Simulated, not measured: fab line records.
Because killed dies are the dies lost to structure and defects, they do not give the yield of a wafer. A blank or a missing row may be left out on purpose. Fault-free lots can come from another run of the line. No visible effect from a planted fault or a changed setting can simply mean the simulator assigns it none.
Struck lot and sound lot, side by side / flow n5Finfet / 16 out of 1938 route steps
Sound: the wafers L233.2, L233.3, L233.6. Wafers struck: L228.2, L228.5. At the end, the cause is stated.
At each step with rows: each side's tool, then ch and its chambers, then its first start. Under that, the readings that differ: sound wafers / struck wafers / difference of the means / sigmas: that difference in standard deviations of wafers without a fault.
alike: a reading whose means differ by less than 2 such deviations, as well as words and numbers matching on both sides. not compared: withheld readings; readings where some wafer has no value; bounds like >300 that might hide an equal value; numbers whose values overlap and for which the record gives no deviation.
A row with sigmas, a row that says differs or no value, or rows on one side alone: a step with any of these is where the two part. When numbers do not overlap yet have no deviation, they are printed without sigmas and do not part them. A reading missing from all wafers of one side parts the sides only when that side holds two or more wafers.

N5_MOL_CONTACT_COAG_DESCUM_45: chemistry O2, time 7 s.
  sound on rieDiel-03 ch 0,1, day 10 11:56; struck on rieDiel-06 ch 2, day 9 10:35
  alike: drypumpMotorCurrentA, oesProductAu, rfVppV, showerheadPlenumPTorr, throttleValvePct
  not compared: rfHoursCounterH
N5_MOL_CONTACT_COAG_ETCH_65: etches underlayer in N2/H2, target depth 13 nm, time 10.4 s.
  sound on rieDiel-03 ch 0,1, day 10 11:58; struck on rieDiel-06 ch 2, day 9 10:37
  alike: drypumpMotorCurrentA, etchRfOnTimeS, n2FlowSccm, oesProductAu, rfVppV, showerheadPlenumPTorr, throttleValvePct
  not compared: rfHoursCounterH
then, 1 step without rows for these wafers: N5_MOL_CONTACT_COAG_ETCH_66 (etches SiARC in CF4, target depth 13 nm, time 21.7 s).
N5_MOL_CONTACT_COAG_ALD_133: deposits SiO2, target thk 5 nm, pulse time 1 s, co reactant pulse time 1 s.
  sound on aldSin-04 ch 0,3, day 10 12:04; struck on aldSin-01 ch 0, day 9 10:43
  alike: heaterPowerW, precursorPulseHeightRel
N5_MOL_CONTACT_COAG_ETCHBACK_134: etches SiO2 in CHF3, target depth 10 nm, time 6.7 s.
  sound on rieDiel-03 ch 0,2,3, day 10 12:22; struck on rieDiel-01 ch 0,2, day 9 10:53
  alike: drypumpMotorCurrentA, oes_ar_750_au, oes_f_703_au, oesProductAu, rfVppV, showerheadPlenumPTorr, throttleValvePct
  not compared: rfHoursCounterH
N5_MOL_CONTACT_COAG_ETCH_67: etches SOC in N2/H2, target depth 60 nm, overetch 21 nm, time 101.2 s.
  sound on rieDiel-03 ch 0,2,3, day 10 12:25; struck on rieDiel-01 ch 0,2, day 9 10:55
  alike: drypumpMotorCurrentA, n2FlowSccm, oesProductAu, rfVppV, showerheadPlenumPTorr, throttleValvePct
  not compared: rfHoursCounterH
then, 6 steps without rows for these wafers: N5_MOL_CONTACT_COAG_STRIP_68 (strips in N2/H2); N5_MOL_CONTACT_COAG_STRIP_69 (strips in N2/H2); N5_MOL_CONTACT_COAG_ETCHBACK_136 (etches SiO2 in CHF3, target depth 25 nm, time 16.7 s); N5_MOL_CONTACT_COAG_STRIP_120 (strips in CHF3); N5_MOL_CONTACT_COAG_VIA_ETCH_117 (etches SiO2 in C4F6/O2, target depth 40 nm, overetch 8 nm, time 26 s); N5_MOL_CONTACT_COAG_ETCH_124 (etches SiNx in CH3F/O2, stops on SiOC, target depth 6.5 nm).
N5_MOL_CONTACT_COAG_ETCH_48: etches SiOC in C4F6/O2, target depth 15 nm, overetch 4.5 nm, time 17 s.
  sound on rieDiel-03 ch 0,2,3, day 10 12:36; struck on rieDiel-01 ch 0,2, day 9 11:07
reading=model.SOC_of_MOL_CONTACT_COAG_COAT_62.thkNm (nm); sound=45.8 45.8 45.8; struck=44.8 44.4; difference=-1.2; sigmas=
  alike: drypumpMotorCurrentA, oes_ar_750_au, oes_f_703_au, oes_o_777_au, oesProductAu, rfVppV, showerheadPlenumPTorr, throttleValvePct
  not compared: rfHoursCounterH
then, 1 step without rows for these wafers: N5_MOL_CONTACT_COAG_STRIP_72 (strips in N2/H2).
-- the record jumps here: 2 days lie between the struck wafers' starts before and after (it left off in module MOL_CONTACT_COAG and takes up again in module BEOL_M4, whose first step shown is number 1111 of the route) --
N5_BEOL_M4_RC_MEAS_101:
  sound on prober-02 ch 0, day 13 03:47; struck on prober-02 ch 0, day 11 18:43
  alike: DIBL_N, DIBL_P, IOFF_N, IOFF_P, ION_N, ION_P, SS_N, SS_P, VT_N, VT_P
-- record jumps: 5 days separate the struck wafers' starts on either side; left off in module BEOL_M4, taken up again in module PASSIVATION, whose first shown step is the route's number 1936 --
N5_PASSIVATION_PROBE_49:
  the record has rows for the struck wafers here (prober-02, day 16 10:17) and none for the sound ones

## WHERE THEY PART
Only at N5_PASSIVATION_PROBE_49, as far as this record shows.

WHY: the cause the simulator had injected
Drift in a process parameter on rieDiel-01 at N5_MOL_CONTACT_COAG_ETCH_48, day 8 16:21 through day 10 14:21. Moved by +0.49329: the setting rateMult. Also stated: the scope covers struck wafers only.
